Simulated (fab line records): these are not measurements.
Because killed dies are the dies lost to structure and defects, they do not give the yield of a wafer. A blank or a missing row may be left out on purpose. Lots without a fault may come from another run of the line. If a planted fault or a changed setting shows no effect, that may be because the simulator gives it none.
A struck lot beside a sound one ; flow nandHarc ; 15 out of 1159 route steps
Sound: the wafers L425.1, L425.4, L425.5. Struck: wafers L422.1, L422.2, L422.3. The cause is named last.
At each step with rows: each side's tool, then ch and its chambers, then its first start. Under that, the readings that differ: sound wafers ; struck wafers ; difference of the means ; sigmas: that difference in standard deviations of wafers without a fault.
alike: words and numbers the same on both sides, and readings whose means are apart by under 2 such deviations; not compared: readings that were withheld, readings missing a value for some wafer, numbers with overlapping values and no deviation given by the record, and bounds like >300 which may hide the same value.
Wherever a step has rows on one side only, a row that says differs or no value, or a row with sigmas, the two part there. Numbers that have no deviation but don't overlap get no sigmas and don't part them. A reading that every wafer of one side lacks parts them only if that side has two wafers or more.

first, 3 steps without rows for these wafers: NHARC_A_CHANNEL_HOLE_D1_STRIP_41 (strips in N2/H2); NHARC_A_CHANNEL_HOLE_D1_STRIP_42 (strips in CF4/CHF3); NHARC_A_CHANNEL_HOLE_D1_STRIP_43 (strips in O2/COS).
NHARC_A_CHANNEL_HOLE_D1_ETCH_44: etches the open film in CF4/O2, target depth 140 nm, overetch 14 nm, time 77 s.
  sound on rieDiel-12 ch 0,2, day 13 04:23; struck on rieDiel-04 ch 0,1,3, day 13 00:26
  alike: drypumpMotorCurrentA, oes_ar_750_au, oes_o_777_au, oesProductAu, rfVppV, showerheadPlenumPTorr, throttleValvePct
  not compared: rfHoursCounterH
NHARC_A_CHANNEL_HOLE_D1_STRIP_27: strips in O2.
  sound on rieDiel-12 ch 0,1,2; struck on rieDiel-04 ch 0,1,2
  alike: drypumpMotorCurrentA, oesProductAu, rfVppV, showerheadPlenumPTorr, throttleValvePct
  not compared: rfHoursCounterH
then, 2 steps without rows for these wafers: NHARC_A_CHANNEL_HOLE_D1_PRECLEAN_28 (cleans in SC1); NHARC_A_CHANNEL_HOLE_D1_SRD_29.
NHARC_A_CHANNEL_HOLE_D1_CD_MEAS_30:
  sound on cdSem-01, day 13 05:11; struck on cdSem-02, day 13 01:13
  alike: cdNm
NHARC_A_CHANNEL_HOLE_D1_XSEM_31:
  sound on xsem-02 ch 0, day 13 05:16; struck on xsem-01 ch 0, day 13 01:19
  alike: botCdNm, bowNm, tiltDeg
NHARC_A_CHANNEL_HOLE_D1_INSPECT_40:
  sound on defectInspect-02, day 13 05:22; struck on defectInspect-01, day 13 01:25
  alike: rawDefectCount
then, 2 steps without rows for these wafers: NHARC_A_CHANNEL_FILL_D1_PRECLEAN_00 (cleans in SC1); NHARC_A_CHANNEL_FILL_D1_SRD_01.
NHARC_A_CHANNEL_FILL_D1_ALD_02: deposits SiO2, target thk 6 nm, pulse time 10 s, ald cycles 60.
  sound on aldHk-04 ch 1,3, day 13 06:53; struck on aldHk-04 ch 1,2,3, day 13 01:37
  no value came back on the struck wafers for aldCycles, heaterPowerOuterW (W), heaterPowerW (W), precursorPulseHeightRel; on the sound wafers aldCycles reads 60 60 60
NHARC_A_CHANNEL_FILL_D1_ALD_03: deposits SiNx, target thk 6 nm, pulse time 60 s, ald cycles 58.
  sound on aldSinBatch-02 ch 0; struck on aldSinBatch-03 ch 0
  alike: chamberPressureTorr, precursorPulseHeightRel
-- jump in the record: it breaks off in module A_CHANNEL_FILL_D1 and resumes in module END (first step shown: number 1159 of the route), and 11 days separate the struck wafers' starts before and after --
NHARC_END_SORT_01:
  sound on prober-02 ch 0, day 24 06:14; struck on prober-01 ch 0, day 24 01:30
reading;sound;struck;difference;sigmas
killedAtArray;29;674 675 673;+645;+68
killedDies;29;677 677 677;+648;+65
  alike: killedAtOther, killedAtPeriphery, killedOpen, killedShort

== WHERE THEY PART ==
First at NHARC_A_CHANNEL_FILL_D1_ALD_02; last, within this record, at NHARC_END_SORT_01.

WHY: the cause the simulator had injected
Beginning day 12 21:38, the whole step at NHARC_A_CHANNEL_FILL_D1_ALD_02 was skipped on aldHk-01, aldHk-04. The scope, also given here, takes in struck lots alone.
